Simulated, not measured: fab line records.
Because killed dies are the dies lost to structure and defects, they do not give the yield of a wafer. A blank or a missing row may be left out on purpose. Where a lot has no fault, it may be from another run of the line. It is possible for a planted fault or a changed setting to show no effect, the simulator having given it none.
Chamber matching / flow n5 finfet / rie diel-05 running N5_BEOL_M8_ETCH_66: 4 sister chambers
The step etches SOC in N2/H2, target depth 80 nm, overetch 16 nm, time 120 s. 7 wafers are shown with their chamber, then 7 later ones without.

== EACH WAFER AND ITS CHAMBER ==
wafer=L082.2; chamber=1; showerhead plenum p Torr (Torr)=2.42; throttle valve pct (%)=18.03
wafer=L082.4; chamber=2; showerhead plenum p Torr (Torr)=2.63; throttle valve pct (%)=17.87
wafer=L082.6; chamber=3; showerhead plenum p Torr (Torr)=2.70; throttle valve pct (%)=17.68
wafer=L087.1; chamber=3; showerhead plenum p Torr (Torr)=2.70; throttle valve pct (%)=17.73
wafer=L087.6; chamber=0; showerhead plenum p Torr (Torr)=2.56; throttle valve pct (%)=17.46
wafer=L089.3; chamber=2; showerhead plenum p Torr (Torr)=2.62; throttle valve pct (%)=17.92
wafer=L089.4; chamber=0; showerhead plenum p Torr (Torr)=2.56; throttle valve pct (%)=17.47

== WAFERS WHOSE CHAMBER IS MISSING ==
wafer=L089.5; showerhead plenum p Torr (Torr)=2.70; throttle valve pct (%)=17.72
wafer=L093.1; showerhead plenum p Torr (Torr)=2.56; throttle valve pct (%)=17.50
wafer=L093.2; showerhead plenum p Torr (Torr)=2.69; throttle valve pct (%)=17.74
wafer=L093.3; showerhead plenum p Torr (Torr)=2.62; throttle valve pct (%)=17.94
wafer=L096.1; showerhead plenum p Torr (Torr)=2.69; throttle valve pct (%)=17.75
wafer=L096.2; showerhead plenum p Torr (Torr)=2.61; throttle valve pct (%)=17.94
wafer=L096.4; showerhead plenum p Torr (Torr)=2.55; throttle valve pct (%)=17.49

== WHICH CHAMBER EACH WENT THROUGH ==
wafer=L089.5; from the rows above=3; in truth=3
wafer=L093.1; from the rows above=0; in truth=0
wafer=L093.2; from the rows above=3; in truth=3
wafer=L093.3; from the rows above=2; in truth=2
wafer=L096.1; from the rows above=3; in truth=3
wafer=L096.2; from the rows above=2; in truth=2
wafer=L096.4; from the rows above=0; in truth=0
Correct placement for 7 of the 7. Can't be placed from these rows: 0. Wrongly placed: 0.
How it was worked out, from the rows above alone: a wafer's distance from a chamber is the root of the sum, over the readings, of the square of ((its reading less the chamber's mean) divided by the reading's scatter). The wafer belongs to the nearest chamber; if the next one is less than 2 further off, it can't be placed. Each chamber's mean is taken over the wafers shown for it. The scatter: the root of (the sum of the squares of (reading less its chamber's mean) over the shown wafers, divided by (wafers less chambers)).
